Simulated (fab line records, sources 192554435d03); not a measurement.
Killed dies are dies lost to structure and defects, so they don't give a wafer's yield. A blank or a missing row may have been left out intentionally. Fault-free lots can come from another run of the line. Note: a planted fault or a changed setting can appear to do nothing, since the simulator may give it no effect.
fab line records	flow n5-finfet	part 2 of 2: steps 4 to 6 of 6
record lots=23	wafers=69	last-day=18
route steps=1938 shown BEOL_M2@865
lots that met no fault: from a run of the same line without faults
start-h: hours from the record's first day to the start of the lot's first wafer shown	wait-h: time in hours since the lot's previous step	" identical to the entry in the row above	L1.1+2: one row covering several wafers at once	- no value, or no start given	* or withheld: withheld	< > ~ a bound
route shown NAME@n: a module of which the file shows steps, and the number in the route of the first	usual: mean and standard deviation over wafers with no fault	same: alike in all rows	chamber/n: place in a boat	sites: per-site readings	_std_site: standard deviation across them	_edge_site: mean of outer sites minus mean of inner sites	radius-mm: for every site, how far away it sits from the centre of the wafer	mask NAME#n: copy n	behind: the last tool/chamber to shape the wafer	hold: why the lot went on hold/how many hours it stayed there/how the hold came to an end	device: which transistor (n, p or np) failed to switch	end of line: tests of these same wafers at the route's end	a step given without rows: its recipe and nothing more	killed: not the wafer's yield, but the dies lost to structure and defects at the first sort	map: shows each die of a wafer: x if killed, . if not, _ if none is there
set.NAME: setting as actually run; set.NAME@STEP: the setting as run at that earlier step	model.NAME: the simulator's own value behind a step, which no gauge read
a sample of lots followed through the steps of the route, with each step as a table and each wafer as a row
services: from which hour (start-h, from the record's first day; less than 0 if before it) a tool's chamber was out of use, for how many hours, and why
## steps
# step N5_BEOL_M2_TRENCH_ETCH_37
# recipe chemistry=C4F6/O2	target-depth-a=555.55	target=SiOC	time-s=29.2	ion-energy-ev=250	pressure-mtorr=30	source-w=355	bias-w=185	Ar_flow_sccm=300	C4F6_flow_sccm=10	O2_flow_sccm=10
# usual O2_flow_sccm=10.002/0.029	drypump-motor-current-A=5.8/0.39	oes-product-au=0.79/0.095	rf-vpp-V=665/6	showerhead-plenum-p-Torr=2.79/0.079	throttle-valve-pct=20.96/0.28
lot.wafer	tool	chamber	start-h	wait-h	O2_flow_sccm	drypump-motor-current-A	oes-product-au	rf-hours-counter-h	rf-vpp-V	showerhead-plenum-p-Torr	throttle-valve-pct
L074.1	rie-diel-05	0	-	-	9.957	5.6	0.86	49	663	2.77	20.66
L074.2	"	2	"	"	10.002	6.2	0.67	245	663	2.92	21.22
L074.6	"	1	"	"	10.018	5.1	0.98	-	670	2.80	20.63
L075.1	rie-diel-02	3	-	-	9.999	6.1	0.72	183	660	2.73	21.39
L075.4	"	2	"	"	10.013	6.2	0.76	171	677	2.95	21.26
L075.5	"	0	"	"	9.936	5.9	0.71	-	660	2.70	20.97
L076.1	rie-diel-05	0	-	-	9.968	5.6	0.87	52	664	2.77	20.66
L076.2	"	3	"	"	10.000	5.7	0.72	207	655	2.82	20.92
L076.4	"	2	"	"	10.021	6.3	0.68	247	663	2.92	21.23
L078.3	rie-diel-02	0	-	-	10.025	5.9	0.71	203	659	2.70	20.97
L078.5	"	0	"	"	10.018	5.9	0.70	-	661	2.70	20.98
L078.6	"	3	"	"	9.983	6.1	0.73	-	662	2.73	21.41
L077.2	rie-diel-06	2	-	-	10.005	5.9	0.99	5	662	2.80	20.40
L077.5	"	0	"	"	9.951	5.8	0.96	-	671	2.79	20.71
L077.6	"	1	"	"	10.027	6.0	0.74	-	670	2.83	21.02
L080.3	rie-diel-06	1	-	-	9.983	6.0	0.74	171	672	2.83	21.01
L080.5	"	1	"	"	10.037	6.0	0.74	-	672	2.83	21.04
L080.6	"	0	"	"	10.059	5.8	0.92	-	670	2.78	20.70
L081.1	rie-diel-02	3	-	-	9.979	6.1	0.71	201	660	2.72	21.42
L081.3	"	2	"	"	10.011	6.2	0.74	188	677	2.94	21.28
L081.5	"	0	"	"	10.007	5.9	0.70	-	659	2.70	21.01
L082.1	rie-diel-05	1	-	-	9.975	5.1	0.93	26	668	2.79	20.65
L082.4	"	3	"	"	9.993	5.8	0.71	224	655	2.82	20.94
L082.5	"	1	"	"	9.988	5.1	0.93	-	668	2.79	20.65
L084.2	rie-diel-06	1	-	-	10.019	6.0	0.74	175	672	2.83	21.03
L084.3	"	2	"	"	10.004	5.9	0.94	19	662	2.79	20.43
L084.6	"	3	"	"	10.044	6.2	0.76	-	667	2.74	21.00
L083.2	rie-diel-02	2	-	-	9.980	6.2	0.74	189	676	2.94	21.29
L083.5	"	0	"	"	9.990	5.9	0.69	-	659	2.70	21.00
L083.6	"	2	"	"	10.023	6.2	0.74	-	678	2.94	21.29
L085.1	rie-diel-02	2	-	-	9.994	6.2	0.74	190	678	2.94	21.30
L085.5	"	0	"	"	9.988	5.9	0.70	-	660	2.70	20.99
L085.6	"	2	"	"	10.033	6.2	0.74	-	675	2.94	21.29
L086.1	rie-diel-05	3	-	-	10.004	5.7	0.71	226	655	2.82	20.93
L086.2	"	1	"	"	10.019	5.1	0.91	29	669	2.79	20.64
L086.3	"	0	"	"	10.049	5.7	0.85	68	661	2.76	20.68
L087.1	rie-diel-05	0	-	-	9.967	5.7	0.84	71	662	2.76	20.69
L087.3	"	2	"	"	10.004	6.2	0.92	15	662	2.91	20.91
L087.5	"	3	"	"	10.033	5.7	0.71	-	654	2.81	20.95
L089.1	rie-diel-05	0	-	-	10.004	5.6	0.83	81	662	2.76	20.70
L089.2	"	2	"	"	9.986	6.2	0.88	25	663	2.90	20.92
L089.5	"	2	"	"	10.024	6.2	0.89	-	663	2.90	20.90
L088.2	rie-diel-06	3	-	-	10.015	6.2	0.74	182	666	2.74	21.03
L088.3	"	2	"	"	9.962	5.9	0.91	32	661	2.79	20.42
L088.5	"	2	"	"	9.984	5.9	0.91	-	663	2.79	20.44
L090.3	rie-diel-02	2	-	-	10.013	6.1	0.73	205	676	2.93	21.31
L090.5	"	1	"	"	10.021	5.0	0.71	-	661	2.72	20.92
L090.6	"	2	"	"	10.048	6.1	0.73	-	677	2.93	21.32
L091.2	rie-diel-02	3	-	-	9.987	6.1	0.69	221	661	2.71	21.44
L091.4	"	2	"	"	10.033	6.2	0.72	207	678	2.93	21.32
L091.5	"	1	"	"	9.988	5.0	0.70	-	661	2.72	20.92
L092.2	rie-diel-02	0	-	-	9.959	5.9	0.68	240	659	2.69	21.04
L092.3	"	3	"	"	9.959	6.1	0.68	222	661	2.71	21.45
L092.5	"	0	"	"	9.971	5.9	0.68	-	660	2.69	21.02
L093.1	rie-diel-06	0	-	-	10.007	5.8	0.88	48	671	2.77	20.74
L093.3	"	2	"	"	10.022	5.9	0.90	39	664	2.79	20.47
L093.6	"	2	"	"	9.981	5.9	0.90	-	662	2.78	20.46
L095.3	rie-diel-06	1	-	-	10.012	6.0	0.72	195	672	2.82	21.06
L095.4	"	2	"	"	9.985	5.9	0.89	43	661	2.78	20.47
L095.5	"	3	"	"	10.012	6.2	0.74	-	666	2.73	21.05
L094.2	rie-diel-05	0	-	-	9.982	5.6	0.82	86	664	2.75	20.70
L094.3	"	2	"	"	9.985	6.2	0.86	38	663	2.90	20.93
L094.5	"	1	"	"	10.025	5.1	0.87	-	667	2.78	20.67
L097.1	rie-diel-02	1	-	-	10.042	5.0	0.69	220	661	2.72	20.95
L097.2	"	0	"	"	10.037	5.9	0.67	251	660	2.68	21.04
L097.3	"	2	"	"	10.001	6.1	0.73	220	677	2.93	21.34
L096.3	rie-diel-05	0	-	-	9.991	5.7	0.81	95	662	2.75	20.71
L096.4	"	2	"	"	9.996	6.3	0.86	-	663	2.89	20.95
L096.5	"	0	"	"	9.998	5.7	0.81	-	662	2.75	20.72
# step N5_BEOL_M2_CD_MEAS_35
# recipe target-cd-nm=18	target-cd-y-nm=22.2	polarity=opening
# usual cd-nm=18.0/0.32
lot.wafer	tool	chamber	start-h	wait-h	cd-nm
L074.1	cd-sem-03	-	139.43	0.0	17.7
L074.2	"	-	"	"	17.3
L074.6	"	-	"	"	17.7
L075.1	cd-sem-03	-	146.19	0.0	18.3
L075.4	"	-	"	"	18.4
L075.5	"	-	"	"	18.1
L076.1	cd-sem-03	-	146.68	0.0	18.3
L076.2	"	-	"	"	18.2
L076.4	"	-	"	"	17.8
L078.3	cd-sem-02	-	151.16	0.0	18.7
L078.5	"	-	"	"	18.6
L078.6	"	-	"	"	17.8
L077.2	cd-sem-03	-	159.60	0.0	18.2
L077.5	"	-	"	"	18.0
L077.6	"	-	"	"	18.0
L080.3	cd-sem-02	-	181.84	0.0	17.2
L080.5	"	-	"	"	17.7
L080.6	"	-	"	"	17.5
L081.1	cd-sem-01	-	194.65	0.0	18.1
L081.3	"	-	"	"	18.1
L081.5	"	-	"	"	18.5
L084.2	cd-sem-03	-	194.74	0.0	17.8
L084.3	"	-	"	"	18.2
L084.6	"	-	"	"	18.1
L082.1	cd-sem-02	-	194.74	0.0	17.6
L082.4	"	-	"	"	17.9
L082.5	"	-	"	"	18.0
L083.2	cd-sem-03	-	195.21	0.0	17.7
L083.5	"	-	"	"	18.1
L083.6	"	-	"	"	17.9
L085.1	cd-sem-03	-	199.56	0.0	18.4
L085.5	"	-	"	"	18.5
L085.6	"	-	"	"	18.3
L086.1	cd-sem-01	-	201.66	0.0	17.7
L086.2	"	-	"	"	17.7
L086.3	"	-	"	"	18.2
L087.1	cd-sem-03	-	208.35	0.0	17.6
L087.3	"	-	"	"	17.8
L087.5	"	-	"	"	18.2
L089.1	cd-sem-02	-	236.96	0.0	18.0
L089.2	"	-	"	"	18.1
L089.5	"	-	"	"	17.8
L088.2	cd-sem-01	-	236.98	0.0	18.1
L088.3	"	-	"	"	18.2
L088.5	"	-	"	"	17.6
L090.3	cd-sem-03	-	242.48	0.0	18.0
L090.5	"	-	"	"	17.5
L090.6	"	-	"	"	18.0
L091.2	cd-sem-01	-	248.25	0.0	18.0
L091.4	"	-	"	"	18.0
L091.5	"	-	"	"	18.1
L092.2	cd-sem-01	-	251.31	0.0	18.3
L092.3	"	-	"	"	18.1
L092.5	"	-	"	"	17.5
L093.1	cd-sem-03	-	253.98	0.0	17.9
L093.3	"	-	"	"	18.2
L093.6	"	-	"	"	17.9
L095.3	cd-sem-03	-	263.18	0.0	17.8
L095.4	"	-	"	"	18.5
L095.5	"	-	"	"	17.7
L094.2	cd-sem-01	-	263.52	0.0	18.0
L094.3	"	-	"	"	17.9
L094.5	"	-	"	"	17.9
L097.1	cd-sem-01	-	281.79	0.0	18.0
L097.2	"	-	"	"	17.2
L097.3	"	-	"	"	17.7
L096.3	cd-sem-02	-	284.60	0.0	18.1
L096.4	"	-	"	"	18.0
L096.5	"	-	"	"	17.9
# step N5_BEOL_M2_SPUTTER_88
# recipe material=Cu	target-thk-a=45	temp-c=-20	chamber-pressure-pa=0.07	power-w=withheld	time-s=8.29
# usual throttle-valve-pct=29.8/1
lot.wafer	tool	chamber	start-h	wait-h	throttle-valve-pct
L074.1	pvd-sputter-02	-	141.65	0.1	29.7
L074.2	"	-	"	"	30.6
L074.6	"	-	"	"	29.9
L075.1	pvd-sputter-03	-	148.34	0.1	31.3
L075.4	"	-	"	"	28.7
L075.5	"	-	"	"	28.8
L076.1	pvd-sputter-03	-	150.18	0.1	31.0
L076.2	"	-	"	"	31.6
L076.4	"	-	"	"	28.8
L078.3	pvd-sputter-01	-	153.10	0.1	28.5
L078.5	"	-	"	"	29.1
L078.6	"	-	"	"	30.2
L077.2	pvd-sputter-02	-	161.82	0.1	29.8
L077.5	"	-	"	"	29.9
L077.6	"	-	"	"	30.7
L080.3	pvd-sputter-02	-	183.94	0.1	29.6
L080.5	"	-	"	"	29.7
L080.6	"	-	"	"	29.9
L081.1	pvd-sputter-03	-	196.98	0.1	30.6
L081.3	"	-	"	"	31.6
L081.5	"	-	"	"	29.8
L084.2	pvd-sputter-02	-	197.01	0.1	29.5
L084.3	"	-	"	"	27.6
L084.6	"	-	"	"	29.9
L082.1	pvd-sputter-01	-	198.36	0.1	29.0
L082.4	"	-	"	"	30.0
L082.5	"	-	"	"	29.0
L083.2	pvd-sputter-03	-	198.82	0.1	31.4
L083.5	"	-	"	"	29.0
L083.6	"	-	"	"	30.8
L085.1	pvd-sputter-02	-	201.59	0.1	29.9
L085.5	"	-	"	"	29.8
L085.6	"	-	"	"	30.7
L086.1	pvd-sputter-03	-	204.20	0.1	30.7
L086.2	"	-	"	"	28.8
L086.3	"	-	"	"	29.8
L087.1	pvd-sputter-01	-	209.92	0.1	30.7
L087.3	"	-	"	"	28.8
L087.5	"	-	"	"	30.1
L089.1	pvd-sputter-03	-	241.26	0.1	31.5
L089.2	"	-	"	"	29.6
L089.5	"	-	"	"	29.7
L088.2	pvd-sputter-02	-	242.86	0.1	29.8
L088.3	"	-	"	"	30.6
L088.5	"	-	"	"	30.4
L090.3	pvd-sputter-02	-	244.70	0.1	29.8
L090.5	"	-	"	"	29.4
L090.6	"	-	"	"	30.3
L091.2	pvd-sputter-01	-	250.06	0.1	30.2
L091.4	"	-	"	"	28.6
L091.5	"	-	"	"	29.9
L092.2	pvd-sputter-03	-	253.15	0.1	31.3
L092.3	"	-	"	"	30.9
L092.5	"	-	"	"	28.8
L093.1	pvd-sputter-03	-	255.58	0.1	29.5
L093.3	"	-	"	"	30.8
L093.6	"	-	"	"	30.0
L095.3	pvd-sputter-02	-	265.24	0.1	30.7
L095.4	"	-	"	"	30.0
L095.5	"	-	"	"	29.8
L094.2	pvd-sputter-03	-	265.47	0.1	31.0
L094.3	"	-	"	"	28.8
L094.5	"	-	"	"	30.9
L097.1	pvd-sputter-03	-	283.48	0.1	31.0
L097.2	"	-	"	"	28.7
L097.3	"	-	"	"	30.1
L096.3	pvd-sputter-02	-	286.70	0.1	30.0
L096.4	"	-	"	"	30.5
L096.5	"	-	"	"	29.9
## services
tool	chamber	start-h	hours	kind
rie-diel-05	1	112.02	-	clean
rie-diel-05	1	112.02	-	consumable-replace:focus-ring
rie-diel-05	1	112.02	15.9	scheduled-down
rie-diel-05	1	112.02	15.9	vent-cycle
rie-diel-05	3	117.14	1.4	repair
pvd-sputter-03	-	119.61	1.0	repair
rie-diel-06	2	129.03	-	clean
rie-diel-06	2	129.03	-	consumable-replace:focus-ring
rie-diel-06	2	129.03	18.5	scheduled-down
rie-diel-06	2	129.03	18.5	vent-cycle
rie-diel-05	2	154.21	-	clean
rie-diel-05	2	154.21	-	consumable-replace:focus-ring
rie-diel-05	2	154.21	16.2	scheduled-down
rie-diel-05	0	158.30	8.1	repair
rie-diel-02	2	180.54	3.9	repair
rie-diel-05	3	185.11	4.9	repair
rie-diel-06	2	209.85	1.5	repair
pvd-sputter-02	-	222.72	1.7	repair
rie-diel-02	-	243.77	0.4	repair
rie-diel-05	0	246.43	14.1	repair
rie-diel-06	1	249.84	9.5	repair
rie-diel-06	0	274.73	1.6	repair
rie-diel-06	0	276.83	7.2	repair
rie-diel-02	0	286.55	12.4	repair
